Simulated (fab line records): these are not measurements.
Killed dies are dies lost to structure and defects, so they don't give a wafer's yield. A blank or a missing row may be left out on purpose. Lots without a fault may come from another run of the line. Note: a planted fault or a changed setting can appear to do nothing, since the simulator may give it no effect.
Chamber matching	flow n5-finfet	N5_BEOL_M0_SAQP_ETCH_102 on rie-si-06: 4 sister chambers
The step etches SiO2 in CF4, target depth 4 nm, time 4.4 s. 4 wafers are shown with their chamber, then 9 later ones without.

== WAFERS PAIRED WITH THEIR CHAMBERS ==
wafer	chamber	throttle-valve-pct (%)
L088.2	3	22.22
L089.1	2	21.38
L089.2	0	21.79
L089.4	1	22.04

== WAFERS MISSING THEIR CHAMBER ==
wafer	throttle-valve-pct (%)
L091.1	21.38
L091.3	22.23
L091.4	21.81
L094.1	21.80
L094.4	22.03
L094.6	22.21
L097.1	22.24
L097.2	22.04
L097.6	21.38

== EACH ONE'S CHAMBER ==
wafer	from the rows above	in truth
L091.1	2	2
L091.3	3	3
L091.4	0	0
L094.1	0	0
L094.4	1	1
L094.6	3	3
L097.1	3	3
L097.2	1	1
L097.6	2	2
Correct placement for 9 of the 9. Number that these rows cannot place: 0. 0 placed wrongly.
How it was worked out, from the rows above alone: a wafer's distance from a chamber is the root of the sum, over the readings, of the square of ((its reading less the chamber's mean) divided by the reading's scatter). If the next closest chamber is less than 2 further off than the closest, the wafer can't be placed; otherwise it belongs to the closest. For every chamber, the mean is computed from those of its wafers that are shown. The scatter: with one shown wafer a chamber, the root of the mean of the squares of how far each hidden wafer lies from its nearest shown one.
